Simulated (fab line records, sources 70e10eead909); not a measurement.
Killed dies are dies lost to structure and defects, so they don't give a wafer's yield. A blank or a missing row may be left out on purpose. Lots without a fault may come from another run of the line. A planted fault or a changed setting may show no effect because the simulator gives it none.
Chamber matching | flow nand_harc | NHARC_A_M0_CMP_23 on cmp-03: 4 sister chambers
The step polishes, t overpolish 20 s, target thk 113.75 nm. 8 wafers are shown with their chamber, then 8 later ones without.

WAFERS WITH THEIR CHAMBER
wafer  | chamber | motor_current_A (A) | time_to_endpoint_s (s)
L075.4 | 0       | 12.8                | 31.9
L080.1 | 0       | 11.6                | 31.8
L081.1 | 1       | 12.0                | 31.7
L084.2 | 2       | 14.0                | 30.4
L084.6 | 1       | 11.1                | 31.5
L083.3 | 2       | 14.4                | 22.5
L083.6 | 3       | 12.6                | 24.2
L090.3 | 3       | 12.5                | 28.5

WAFERS WITHOUT THEIR CHAMBER
wafer  | motor_current_A (A) | time_to_endpoint_s (s)
L090.4 | 14.6                | 25.6
L090.6 | 11.7                | 33.6
L089.1 | 13.1                | 27.3
L089.3 | 11.5                | 33.3
L089.5 | 14.9                | 24.7
L094.1 | 12.5                | 27.0
L094.2 | 11.7                | 32.4
L094.3 | 14.3                | 26.0

WHICH CHAMBER EACH WENT THROUGH
wafer  | from the rows above          | in truth
L090.4 | 2                            | 2
L090.6 | can't be placed: 1 or 0      | 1
L089.1 | can't be placed: 3 or 2 or 0 | 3
L089.3 | can't be placed: 1 or 0      | 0
L089.5 | 2                            | 2
L094.1 | can't be placed: 3 or 0      | 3
L094.2 | can't be placed: 1 or 0      | 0
L094.3 | 2                            | 2
Placed correctly: 3 of 8. Can't be placed from these rows: 5 (the true chamber is among the candidates in 5). Placed wrongly: 0.
How it was worked out, from the rows above alone: a wafer's distance from a chamber is the root of the sum, over the readings, of the square of ((its reading less the chamber's mean) divided by the reading's scatter). The wafer belongs to the nearest chamber; if the next one is less than 2 further off, it can't be placed. A chamber's mean is the mean of its shown wafers. The scatter: the root of (the sum of the squares of (reading less its chamber's mean) over the shown wafers, divided by (wafers less chambers)).
